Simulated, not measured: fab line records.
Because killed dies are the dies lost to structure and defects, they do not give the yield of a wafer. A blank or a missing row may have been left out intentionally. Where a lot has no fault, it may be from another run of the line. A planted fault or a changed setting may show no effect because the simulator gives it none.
Chamber matching | flow n5_finfet | rie_diel-04 running N5_BEOL_M0_SAQP_ETCH_49: 4 sister chambers
The step etches SiO2 in CF4/O2, target depth 37 nm. 4 wafers are shown with their chamber, then 12 later ones without.

WAFERS, EACH WITH ITS CHAMBER
wafer  | chamber | drypump_motor_current_A (A)
L081.5 | 0       | 5.5
L088.2 | 2       | 6.1
L088.3 | 3       | 5.3
L088.5 | 1       | 6.5

WAFERS WITHOUT THEIR CHAMBER
wafer  | drypump_motor_current_A (A)
L090.1 | 5.2
L090.5 | 6.1
L090.6 | 6.5
L092.2 | 5.3
L092.5 | 5.3
L092.6 | 6.1
L093.3 | 6.1
L093.4 | 6.5
L093.5 | 5.3
L096.1 | 5.6
L096.2 | 6.1
L096.3 | 5.3

EACH ONE'S CHAMBER
wafer  | from the rows above | in truth
L090.1 | 3                   | 3
L090.5 | 2                   | 2
L090.6 | 1                   | 1
L092.2 | 3                   | 3
L092.5 | 3                   | 3
L092.6 | 2                   | 2
L093.3 | 2                   | 2
L093.4 | 1                   | 1
L093.5 | 3                   | 3
L096.1 | 0                   | 0
L096.2 | 2                   | 2
L096.3 | 3                   | 3
Correctly placed: 12 of 12. Left unplaced by these rows: 0. Wrongly placed: 0.
How it was worked out, from the rows above alone: a wafer's distance from a chamber is the root of the sum, over the readings, of the square of ((its reading less the chamber's mean) divided by the reading's scatter). The wafer belongs to the nearest chamber; if the next one is less than 2 further off, it can't be placed. A chamber's mean is the mean of its shown wafers. The scatter: with one shown wafer a chamber, the root of the mean of the squares of how far each hidden wafer lies from its nearest shown one.
